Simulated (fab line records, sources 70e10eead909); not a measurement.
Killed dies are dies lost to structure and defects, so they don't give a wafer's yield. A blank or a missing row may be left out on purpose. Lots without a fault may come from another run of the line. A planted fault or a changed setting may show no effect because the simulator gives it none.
Which tool did it? | flow nand_harc | 6 lots, 18 wafers sampled, at 4 steps of a route of 1302

WHAT THE GAUGES READ, wafer by wafer
NHARC_A_SOURCE_PLATE_INSPECT_08.
lot  | measured     | on                | raw_defect_count
L728 | day 7 19:10  | defect_inspect-02 | 32 24 63
L731 | day 9 06:43  | defect_inspect-01 | 58 50 40
L736 | day 11 12:14 | defect_inspect-02 | 30 42 43
L739 | day 12 22:28 | defect_inspect-01 | 331 374 319
L747 | day 16 08:52 | defect_inspect-02 | 26 82 48
L749 | day 16 21:02 | defect_inspect-02 | 64 52 42

WHICH TOOL RAN EACH LOT (tool, then ch and the chambers of the sampled wafers, then the start)
lot  | NHARC_A_ZERO_WELL_ETCH_13        | NHARC_A_ZERO_WELL_RTA_16         | NHARC_A_SOURCE_PLATE_CVD_03
L728 | rie_si-05 ch 0,1,3, day 7 00:32  | rtp_anneal-01 ch 0, day 7 01:26  | lpcvd_poly-04 ch 0, day 7 08:39
L731 | rie_si-05 ch 2,3, day 8 09:52    | rtp_anneal-02 ch 0, day 8 10:49  | lpcvd_poly-01 ch 0, day 8 20:12
L736 | rie_si-06 ch 0,1,3, day 10 12:02 | rtp_anneal-02 ch 0, day 10 12:56 | lpcvd_poly-02 ch 0, day 10 23:04
L739 | rie_si-04 ch 0,1,3, day 11 21:35 | rtp_anneal-02 ch 0, day 11 22:32 | lpcvd_poly-02 ch 0, day 12 09:46
L747 | rie_si-06 ch 0,1, day 15 11:26   | rtp_anneal-02 ch 0, day 15 12:25 | lpcvd_poly-02 ch 0, day 15 22:43
L749 | rie_si-05 ch 1,2,3, day 16 01:55 | rtp_anneal-01 ch 0, day 16 02:48 | lpcvd_poly-02 ch 0, day 16 10:32
- NHARC_A_ZERO_WELL_ETCH_13: etches the open film in HBr/Cl2, target depth 120 nm, time 40.1 s.
- NHARC_A_ZERO_WELL_RTA_16: time 10 s.
- NHARC_A_SOURCE_PLATE_CVD_03: deposits poly-Si, target thk 200 nm, time 4000 s.

THE ANSWER, worked out from the rows above alone
Rule: what is usual is taken from the lots themselves. Put in order of their means at a reading, lots are off if they are a third of the lots or fewer, leave a main group of 4 or more, and stand apart from it by a gap of 3 or more times the standard deviation of the main group's means; of several such gaps the widest counts. A main group whose means are all the same, to the digits that the tables above print for the reading, isn't used. A lot without any number at a reading at which 4 lots or more have one is off too. The other lots that the step has rows for count as sound.
Off: L739, at NHARC_A_SOURCE_PLATE_INSPECT_08 (raw_defect_count). The main group: mean 46, standard deviation 6.2.
A tool fits if, at a process step before that reading, it ran every lot that is off, and no sound lot after the first of them. The gauges at NHARC_A_SOURCE_PLATE_INSPECT_08 are tried like those tools. Can't be told from this: 2 tools fit, rie_si-04 at NHARC_A_ZERO_WELL_ETCH_13, defect_inspect-01 at NHARC_A_SOURCE_PLATE_INSPECT_08.

WHAT THE SIMULATOR HAD PUT IN
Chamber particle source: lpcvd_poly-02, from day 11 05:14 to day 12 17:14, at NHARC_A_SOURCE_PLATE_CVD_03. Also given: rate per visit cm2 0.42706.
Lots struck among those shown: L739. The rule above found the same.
